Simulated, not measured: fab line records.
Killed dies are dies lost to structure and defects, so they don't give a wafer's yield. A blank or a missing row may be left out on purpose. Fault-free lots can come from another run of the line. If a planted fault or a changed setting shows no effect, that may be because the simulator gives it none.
Matching of chambers | flow n5Finfet | uvCure-01 running N5_BEOL_M8_CURE_75: 3 sister chambers
The step cures SiCOH lowk, time 120 s. 6 wafers are shown with their chamber, then 8 later ones without.

## EACH WAFER AND ITS CHAMBER
wafer  | chamber | wafer_temp_C_max | lampPowerPct (%)
L076.5 | 2       | 371.3            | 52.35
L076.6 | 2       | 371.0            | 52.36
L078.4 | 1       | 371.3            | 52.42
L080.5 | 0       | 371.9            | 52.21
L080.6 | 0       | 372.8            | 52.44
L088.3 | 1       | 371.2            | 52.38

## WAFERS MISSING THEIR CHAMBER
wafer  | wafer_temp_C_max | lampPowerPct (%)
L088.4 | 371.2            | 52.35
L088.5 | 371.1            | 52.45
L089.3 | 371.0            | 52.26
L089.5 | 371.0            | 52.31
L089.6 | 370.8            | 52.27
L096.3 | 371.4            | 52.22
L096.4 | 371.0            | 52.28
L096.5 | 371.2            | 52.23

## THE CHAMBER EACH PASSED THROUGH
wafer  | from the rows above          | in truth
L088.4 | can't be placed: 2 or 1      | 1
L088.5 | can't be placed: 1 or 2      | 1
L089.3 | can't be placed: 2 or 1      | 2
L089.5 | can't be placed: 2 or 1      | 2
L089.6 | can't be placed: 2 or 1      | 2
L096.3 | can't be placed: 2 or 1 or 0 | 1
L096.4 | can't be placed: 2 or 1      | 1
L096.5 | can't be placed: 2 or 1 or 0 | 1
Correct placement for 0 of the 8. Can't be placed from these rows: 8 (the true chamber is among the candidates in 8). Number placed wrongly: 0.
How it was worked out, from the rows above alone: a wafer's distance from a chamber is the root of the sum, over the readings, of the square of ((its reading less the chamber's mean) divided by the reading's scatter). The wafer belongs to the nearest chamber; if the next one is less than 2 further off, it can't be placed. The mean given for a chamber averages the wafers shown for that chamber. The scatter is the square root of a quotient: the sum, over the shown wafers, of each reading's squared deviation from its chamber's mean, divided by wafers minus chambers.
